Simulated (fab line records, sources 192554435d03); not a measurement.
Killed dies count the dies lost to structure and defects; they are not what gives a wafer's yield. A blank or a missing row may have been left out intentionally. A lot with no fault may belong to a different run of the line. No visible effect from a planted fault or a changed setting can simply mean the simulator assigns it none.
Matching of chambers || flow n5-finfet || N5_BEOL_M1_ETCHBACK_99 on rie-diel-01 has 4 sister chambers
The step etches SiO2 in CHF3, target depth 5 nm, time 10.4 s. 4 wafers are shown with their chamber, then 12 later ones without.

== EACH WAFER AND ITS CHAMBER ==
{"wafer": "L083.5", "chamber": 1, "drypump-motor-current-A (A)": 4.7}
{"wafer": "L085.2", "chamber": 3, "drypump-motor-current-A (A)": 6.2}
{"wafer": "L085.4", "chamber": 2, "drypump-motor-current-A (A)": 6.6}
{"wafer": "L085.6", "chamber": 0, "drypump-motor-current-A (A)": 5.8}

== WAFERS WITH NO CHAMBER GIVEN ==
{"wafer": "L087.1", "drypump-motor-current-A (A)": 6.2}
{"wafer": "L087.2", "drypump-motor-current-A (A)": 6.6}
{"wafer": "L087.6", "drypump-motor-current-A (A)": 6.6}
{"wafer": "L092.2", "drypump-motor-current-A (A)": 6.2}
{"wafer": "L092.3", "drypump-motor-current-A (A)": 4.7}
{"wafer": "L092.5", "drypump-motor-current-A (A)": 6.6}
{"wafer": "L093.1", "drypump-motor-current-A (A)": 5.9}
{"wafer": "L093.4", "drypump-motor-current-A (A)": 6.2}
{"wafer": "L093.6", "drypump-motor-current-A (A)": 4.7}
{"wafer": "L095.2", "drypump-motor-current-A (A)": 5.8}
{"wafer": "L095.3", "drypump-motor-current-A (A)": 4.7}
{"wafer": "L095.4", "drypump-motor-current-A (A)": 6.2}

== WHICH CHAMBER EACH ONE RAN IN ==
{"wafer": "L087.1", "from the rows above": 3, "in truth": 3}
{"wafer": "L087.2", "from the rows above": 2, "in truth": 2}
{"wafer": "L087.6", "from the rows above": 2, "in truth": 2}
{"wafer": "L092.2", "from the rows above": 3, "in truth": 3}
{"wafer": "L092.3", "from the rows above": 1, "in truth": 1}
{"wafer": "L092.5", "from the rows above": 2, "in truth": 2}
{"wafer": "L093.1", "from the rows above": 0, "in truth": 0}
{"wafer": "L093.4", "from the rows above": 3, "in truth": 3}
{"wafer": "L093.6", "from the rows above": 1, "in truth": 1}
{"wafer": "L095.2", "from the rows above": 0, "in truth": 0}
{"wafer": "L095.3", "from the rows above": 1, "in truth": 1}
{"wafer": "L095.4", "from the rows above": 3, "in truth": 3}
Correctly placed: 12 of 12. Can't be placed from these rows: 0. 0 placed wrongly.
How it was worked out, from the rows above alone: a wafer's distance from a chamber is the root of the sum, over the readings, of the square of ((its reading less the chamber's mean) divided by the reading's scatter). The wafer belongs to the nearest chamber; if the next one is less than 2 further off, it can't be placed. The mean given for a chamber averages the wafers shown for that chamber. The scatter (one wafer shown for each chamber): square how far every hidden wafer sits from the nearest shown wafer, average those squares and take the square root.
